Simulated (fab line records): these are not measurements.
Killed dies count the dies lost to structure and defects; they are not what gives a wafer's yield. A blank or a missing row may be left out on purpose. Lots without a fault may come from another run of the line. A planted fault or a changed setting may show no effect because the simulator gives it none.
Matching of chambers ; flow n5Finfet ; pecvd-04 running N5_BEOL_M13_ILD_DEP_00: 3 sister chambers
The step deposits SiOC from DEMS/O2, target thk 837.92 nm, time 166.4 s. 6 wafers are shown with their chamber, then 7 later ones without.

WAFERS, EACH WITH ITS CHAMBER
wafer;chamber;heaterPowerW (W);showerheadPlenumPTorr (Torr)
L833.3;1;537;5.716
L836.2;2;389;5.701
L836.3;1;544;5.695
L836.5;0;464;5.671
L840.2;0;468;5.672
L840.5;2;413;5.693

WAFERS WITH NO CHAMBER GIVEN
wafer;heaterPowerW (W);showerheadPlenumPTorr (Torr)
L840.6;554;5.705
L841.3;545;5.704
L841.4;567;5.704
L841.5;447;5.662
L842.4;534;5.666
L842.5;452;5.711
L842.6;481;5.724

THE CHAMBER EACH PASSED THROUGH
wafer;from the rows above;in truth
L840.6;1;1
L841.3;1;1
L841.4;1;1
L841.5;0;0
L842.4;1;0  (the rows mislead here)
L842.5;can't be placed: 0 or 2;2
L842.6;can't be placed: 0 or 1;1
Placed correctly: 4 of 7. These rows do not allow placing 2 (true chamber among the candidates in 2). Placed wrongly: 1.
How it was worked out, from the rows above alone: a wafer's distance from a chamber is the root of the sum, over the readings, of the square of ((its reading less the chamber's mean) divided by the reading's scatter). If the next closest chamber is less than 2 further off than the closest, the wafer can't be placed; otherwise it belongs to the closest. A chamber's mean is the mean of its shown wafers. The scatter is the square root of a quotient: the sum, over the shown wafers, of each reading's squared deviation from its chamber's mean, divided by wafers minus chambers.
